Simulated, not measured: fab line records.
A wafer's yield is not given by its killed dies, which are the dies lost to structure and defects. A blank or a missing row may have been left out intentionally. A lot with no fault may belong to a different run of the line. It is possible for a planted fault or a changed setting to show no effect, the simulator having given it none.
Which tool was responsible?	flow n5_finfet	Sampling: 24 lots, 72 wafers, 6 of 1938 route steps

== WHAT EACH GAUGE READ, for each wafer ==
N5_BEOL_M10_INSPECT_30: inspects for defects (brightfield). Usual: raw_defect_count at 441, with a standard deviation of 82.
lot	measured	on	raw_defect_count	flag
L074	day 10 15:38	defect_inspect-02	380 509 424	
L075	day 11 04:23	defect_inspect-02	545 371 378	
L076	day 11 08:31	defect_inspect-02	432 391 454	
L079	day 11 13:54	defect_inspect-01	464 383 387	
L077	day 11 14:07	defect_inspect-01	411 443 481	
L078	day 11 14:10	defect_inspect-01	488 553 514	
L080	day 12 07:17	defect_inspect-02	397 548 401	
L083	day 12 07:27	defect_inspect-01	322 315 538	
L081	day 12 07:37	defect_inspect-01	339 428 287	
L082	day 12 10:14	defect_inspect-01	495 431 482	
L084	day 12 16:51	defect_inspect-02	418 609 305	
L085	day 13 03:48	defect_inspect-01	407 476 410	
L087	day 13 22:19	defect_inspect-02	496 394 472	
L086	day 13 22:29	defect_inspect-01	398 457 497	
L089	day 14 04:40	defect_inspect-02	489 518 540	
L088	day 14 11:04	defect_inspect-01	410 377 422	
L091	day 14 13:17	defect_inspect-02	592 429 620	
L090	day 14 19:55	defect_inspect-02	428 321 391	
L093	day 15 01:59	defect_inspect-01	299 322 459	
L092	day 15 13:00	defect_inspect-02	466 470 500	
L094	day 16 01:53	defect_inspect-02	308 351 414	
L095	day 16 08:19	defect_inspect-02	414 385 394	
L096	day 16 11:07	defect_inspect-02	382 396 479	
L097	day 16 13:55	defect_inspect-02	460 444 470	

N5_BEOL_M10_INSPECT_58: inspects for defects (darkfield). Usual: raw_defect_count at 75, with a standard deviation of 26.
lot	measured	on	raw_defect_count	flag
L074	day 10 18:48	defect_inspect-01	47 41 57	
L075	day 11 07:31	defect_inspect-02	104 41 74	
L076	day 11 12:55	defect_inspect-01	112 98 84	
L079	day 11 17:34	defect_inspect-02	40 56 47	
L077	day 11 17:38	defect_inspect-02	85 94 119	
L078	day 11 17:52	defect_inspect-02	70 96 98	
L080	day 12 10:38	defect_inspect-02	111 79 63	
L083	day 12 11:26	defect_inspect-01	118 72 55	
L081	day 12 12:16	defect_inspect-02	67 81 65	
L082	day 12 14:53	defect_inspect-01	49 46 55	
L084	day 12 19:54	defect_inspect-02	107 75 130	
L085	day 13 07:50	defect_inspect-02	57 88 77	
L087	day 14 01:03	defect_inspect-01	56 79 53	
L086	day 14 02:58	defect_inspect-01	67 81 83	
L089	day 14 08:04	defect_inspect-02	106 95 107	
L088	day 14 14:11	defect_inspect-01	63 95 74	
L091	day 14 17:10	defect_inspect-01	37 72 65	
L090	day 14 22:53	defect_inspect-01	89 97 100	
L093	day 15 06:52	defect_inspect-01	37 40 105	
L092	day 15 18:47	defect_inspect-01	70 41 52	
L094	day 16 06:59	defect_inspect-02	54 99 58	
L095	day 16 13:46	defect_inspect-02	94 97 52	
L096	day 16 16:02	defect_inspect-02	91 65 84	
L097	day 16 18:19	defect_inspect-01	138 47 44	

N5_BEOL_M11_OVL_MEAS_29. Usual: for V10_OVL the level is 0.1 nm and the standard deviation is 0.87.
lot	measured	on	V10_OVL (nm)	flag
L074	day 11 00:34	overlay-02	-0.2 -0.7 0.4	
L075	day 11 10:40	overlay-01	0.5 -0.7 -1.0	
L076	day 11 16:31	overlay-02	1.2 0.3 0.2	
L079	day 11 21:23	overlay-02	-0.1 -0.4 -1.7	
L077	day 11 21:44	overlay-02	0.1 0.7 1.5	
L078	day 11 21:34	overlay-02	0.2 0.5 -0.8	
L080	day 12 14:53	overlay-02	1.2 0.6 0.1	
L083	day 12 15:25	overlay-02	0.9 1.0 2.2	
L081	day 12 16:57	overlay-02	0.7 1.0 2.0	
L082	day 12 17:48	overlay-02	-0.8 -1.2 -1.6	
L084	day 13 03:47	overlay-02	-1.1 -0.5 0.8	
L085	day 13 13:47	overlay-01	1.0 0.0 -0.5	
L087	day 14 04:27	overlay-01	1.3 0.9 0.4	
L086	day 14 11:02	overlay-01	2.0 0.0 2.0	
L089	day 14 14:50	overlay-02	0.0 -1.3 -0.6	
L088	day 14 20:01	overlay-01	0.0 -0.9 1.2	
L091	day 15 00:33	overlay-02	0.9 -0.1 1.1	
L090	day 15 02:07	overlay-01	-0.5 0.1 0.6	
L093	day 15 10:50	overlay-01	-0.1 -0.2 0.2	
L092	day 16 02:10	overlay-01	1.3 1.3 1.1	
L094	day 16 09:47	overlay-01	0.6 0.9 -0.4	
L095	day 16 17:51	overlay-01	-0.5 -2.0 -0.6	
L096	day 16 19:48	overlay-02	-0.1 -0.1 -0.1	
L097	day 16 21:22	overlay-02	-1.3 -0.5 -0.2	

== EACH LOT AND THE TOOL THAT RAN IT (in order: tool; ch and the chambers of the sampled wafers; start) ==
lot	N5_BEOL_M10_DESCUM_33	N5_BEOL_M11_HM_DEP_02	N5_BEOL_M11_ETCH_61
L074	rie_diel-01 ch 0,2,3, day 10 15:40	pvd_sputter-03, day 10 20:40	rie_diel-05 ch 0,2,3, day 10 21:17
L075	rie_diel-03 ch 1,2,3, day 11 04:25	pvd_sputter-03, day 11 08:54	rie_diel-02 ch 0,2,3, day 11 09:23
L076	rie_diel-06 ch 2,3, day 11 09:41	pvd_sputter-01, day 11 14:48	rie_diel-04 ch 0,3, day 11 15:22
L079	rie_diel-03 ch 0,1,2, day 11 13:56	pvd_sputter-01, day 11 18:52	rie_diel-05 ch 0,1,3, day 11 19:25
L077	rie_diel-06 ch 0,1, day 11 14:09	pvd_sputter-02, day 11 19:06	rie_diel-05 ch 0,1,2, day 11 19:55
L078	rie_diel-03 ch 0,2,3, day 11 14:32	pvd_sputter-01, day 11 19:02	rie_diel-04 ch 0,2,3, day 11 19:40
L080	rie_diel-06 ch 0,3, day 12 07:19	pvd_sputter-01, day 12 13:31	rie_diel-02 ch 0,2, day 12 14:08
L083	rie_diel-01 ch 0,1,3, day 12 07:51	pvd_sputter-01, day 12 13:53	rie_diel-04 ch 0,1,3, day 12 14:33
L081	rie_diel-06 ch 1,2,3, day 12 08:11	pvd_sputter-01, day 12 14:15	rie_diel-04 ch 0,1,3, day 12 14:50
L082	rie_diel-01 ch 1,2, day 12 10:25	pvd_sputter-02, day 12 16:21	rie_diel-02 ch 0,2, day 12 16:51
L084	rie_diel-01 ch 1,2,3, day 12 16:53	pvd_sputter-01, day 12 21:21	rie_diel-04 ch 0,3, day 12 21:52
L085	rie_diel-06 ch 1,2,3, day 13 03:50	pvd_sputter-03, day 13 09:15	rie_diel-04 ch 2,3, day 13 09:52
L087	rie_diel-01 ch 0,3, day 13 22:21	pvd_sputter-01, day 14 02:40	rie_diel-04 ch 2,3, day 14 03:30
L086	rie_diel-03 ch 0,2,3, day 13 22:55	pvd_sputter-03, day 14 04:50	rie_diel-02 ch 0,1,3, day 14 05:58
L089	rie_diel-06 ch 0,3, day 14 04:42	pvd_sputter-01, day 14 11:53	rie_diel-02 ch 1,2,3, day 14 12:31
L088	rie_diel-03 ch 0,2,3, day 14 11:06	pvd_sputter-01, day 14 15:37	rie_diel-04 ch 0,1,2, day 14 16:14
L091	rie_diel-03 ch 2,3, day 14 13:19	pvd_sputter-02, day 14 20:48	rie_diel-02 ch 0,1,2, day 14 21:25
L090	rie_diel-03 ch 0,1,3, day 14 19:57	pvd_sputter-02, day 15 00:46	rie_diel-04 ch 1,3, day 15 01:16
L093	rie_diel-01 ch 0,2,3, day 15 02:05	pvd_sputter-02, day 15 08:28	rie_diel-05 ch 0,1,3, day 15 09:20
L092	rie_diel-03 ch 0,1,2, day 15 13:08	pvd_sputter-02, day 15 21:10	rie_diel-02 ch 0,2,3, day 15 22:02
L094	rie_diel-01 ch 1,2,3, day 16 02:00	pvd_sputter-01, day 16 08:12	rie_diel-04 ch 2,3, day 16 08:49
L095	rie_diel-06 ch 0,2,3, day 16 08:22	pvd_sputter-03, day 16 14:53	rie_diel-05 ch 0,1, day 16 15:30
L096	rie_diel-03 ch 0,2,3, day 16 11:08	pvd_sputter-03, day 16 18:14	rie_diel-02 ch 1,2, day 16 18:48
L097	rie_diel-06 ch 0,2,3, day 16 14:09	pvd_sputter-02, day 16 20:00	rie_diel-02 ch 0,1,3, day 16 20:37
- N5_BEOL_M10_DESCUM_33: chemistry O2, time 7.9 s.
- N5_BEOL_M11_HM_DEP_02: deposits TiN, target thk 20 nm.
- N5_BEOL_M11_ETCH_61: etches SiARC in CF4, target depth 39 nm, time 65 s.

== AS READ BY THE TOOLS THEMSELVES (means over the sampled wafers that have a number; for cases with no such wafer, the mark the record gives instead) ==
N5_BEOL_M10_DESCUM_33. Usual: drypump_motor_current_A 5.8 A, standard deviation 0.55; oes_product_au 0.82 a.u., standard deviation 0.088; rf_vpp_V 243.7 V, standard deviation 1.3; showerhead_plenum_p_Torr 2.13 Torr, standard deviation 0.064; throttle_valve_pct 20.35 %, standard deviation 0.28.
lot	tool	drypump_motor_current_A (A)	oes_product_au (a.u.)	rf_vpp_V (V)	showerhead_plenum_p_Torr (Torr)	throttle_valve_pct (%)	flag
L074	rie_diel-01	6.0	0.84	244.6	2.17	20.18	
L075	rie_diel-03	5.5	0.75	243.9	2.11	20.64	
L076	rie_diel-06	6.0	0.96	243.1	2.11	20.11	
L079	rie_diel-03	5.2	0.78	244.7	2.13	20.47	
L077	rie_diel-06	6.3	0.69	243.9	2.17	20.58	
L078	rie_diel-03	5.4	0.81	242.7	2.09	20.52	
L080	rie_diel-06	5.5	0.82	244.4	2.21	20.48	
L083	rie_diel-01	6.2	0.86	243.8	2.18	20.14	
L081	rie_diel-06	6.1	0.85	243.5	2.15	20.34	
L082	rie_diel-01	5.4	0.84	245.3	2.19	20.05	
L084	rie_diel-01	5.9	0.87	244.3	2.18	20.09	
L085	rie_diel-06	6.1	0.84	244.2	2.15	20.34	
L087	rie_diel-01	6.5	0.81	243.1	2.14	20.25	
L086	rie_diel-03	5.4	0.79	242.8	2.08	20.56	
L089	rie_diel-06	5.6	0.93	244.2	2.18	20.27	
L088	rie_diel-03	5.4	0.79	242.8	2.08	20.56	
L091	rie_diel-03	5.7	0.75	242.4	2.05	20.73	
L090	rie_diel-03	5.5	0.75	243.5	2.09	20.47	
L093	rie_diel-01	6.0	0.78	244.0	2.16	20.24	
L092	rie_diel-03	5.2	0.76	243.1	2.12	20.52	
L094	rie_diel-01	5.9	0.83	243.6	2.17	20.11	
L095	rie_diel-06	5.8	0.88	244.1	2.13	20.24	
L096	rie_diel-03	5.4	0.76	242.8	2.07	20.58	
L097	rie_diel-06	5.8	0.88	244.0	2.13	20.25	

N5_BEOL_M11_HM_DEP_02. Usual: throttle_valve_pct at 30.4 %, with a standard deviation of 1.3.
lot	tool	throttle_valve_pct (%)	flag
L074	pvd_sputter-03	29.6	
L075	pvd_sputter-03	29.8	
L076	pvd_sputter-01	30.4	
L079	pvd_sputter-01	31.2	
L077	pvd_sputter-02	30.5	
L078	pvd_sputter-01	31.4	
L080	pvd_sputter-01	31.4	
L083	pvd_sputter-01	31.3	
L081	pvd_sputter-01	31.0	
L082	pvd_sputter-02	29.5	
L084	pvd_sputter-01	30.8	
L085	pvd_sputter-03	29.9	
L087	pvd_sputter-01	30.5	
L086	pvd_sputter-03	29.7	
L089	pvd_sputter-01	30.2	
L088	pvd_sputter-01	31.0	
L091	pvd_sputter-02	30.0	
L090	pvd_sputter-02	29.6	
L093	pvd_sputter-02	30.6	
L092	pvd_sputter-02	30.6	
L094	pvd_sputter-01	31.4	
L095	pvd_sputter-03	31.0	
L096	pvd_sputter-03	29.8	
L097	pvd_sputter-02	30.1	

N5_BEOL_M11_ETCH_61. Usual: drypump_motor_current_A 5.6 A, standard deviation 0.41; etch_rf_on_time_s 65.5 s, standard deviation 1.2; oes_product_au 0.68 a.u., standard deviation 0.062; rf_vpp_V 184.3 V, standard deviation 1; showerhead_plenum_p_Torr 2.16 Torr, standard deviation 0.048; throttle_valve_pct 15.59 %, standard deviation 0.22.
lot	tool	drypump_motor_current_A (A)	etch_rf_on_time_s (s)	oes_product_au (a.u.)	rf_vpp_V (V)	showerhead_plenum_p_Torr (Torr)	throttle_valve_pct (%)	flag
L074	rie_diel-05	5.8	65.8	0.70	184.3	2.16	15.61	
L075	rie_diel-02	5.4	65.5	0.67	184.8	2.21	15.55	
L076	rie_diel-04	5.8	65.5	0.69	185.2	2.17	15.63	
L079	rie_diel-05	5.8	65.1	0.66	184.8	2.15	15.65	
L077	rie_diel-05	5.8	65.7	0.66	184.5	2.17	15.68	
L078	rie_diel-04	6.0	65.6	0.69	184.6	2.16	15.65	
L080	rie_diel-02	5.4	65.5	0.72	184.9	2.22	15.34	
L083	rie_diel-04	5.6	65.3	0.70	184.2	2.13	15.52	
L081	rie_diel-04	5.6	65.6	0.69	183.7	2.13	15.51	
L082	rie_diel-02	5.5	66.8	0.67	184.9	2.18	15.44	
L084	rie_diel-04	5.8	64.7	0.66	184.9	2.15	15.58	
L085	rie_diel-04	5.9	65.6	0.70	184.6	2.18	15.75	
L087	rie_diel-04	6.2	65.5	0.70	184.8	2.17	15.75	
L086	rie_diel-02	5.2	66.0	0.69	184.4	2.22	15.51	
L089	rie_diel-02	5.2	66.5	0.65	184.0	2.17	15.59	
L088	rie_diel-04	5.9	64.3	0.69	183.8	2.12	15.54	
L091	rie_diel-02	5.3	65.7	0.70	183.4	2.19	15.38	
L090	rie_diel-04	5.6	65.4	0.70	184.0	2.14	15.65	
L093	rie_diel-05	5.8	64.6	0.64	183.7	2.14	15.71	
L092	rie_diel-02	5.4	66.1	0.63	185.3	2.20	15.61	
L094	rie_diel-04	6.2	64.8	0.68	184.3	2.17	15.78	
L095	rie_diel-05	6.0	64.7	0.60	184.9	2.17	15.88	
L096	rie_diel-02	5.1	66.4	0.68	184.6	2.15	15.43	
L097	rie_diel-02	5.2	66.0	0.67	185.3	2.21	15.54	

== THE ANSWER, worked out from the rows above alone ==
Rule: lot off if the mean of its wafers having a number is beyond 3 standard deviations from the usual mean. A lot without any number at a reading at which 4 lots or more have one is off too. The other lots that the step has rows for count as sound. After the gauges, taken in route order, come the tools' own readings; for these a lot's mean is taken, as printed above. The first step at which some lot is off is used, and at that step the reading that is off furthest; a lot without a number counts as furthest.
No lot is off on any of the readings shown, so nothing can be concluded from this.

== WHAT HAD BEEN PUT IN BY THE SIMULATOR ==
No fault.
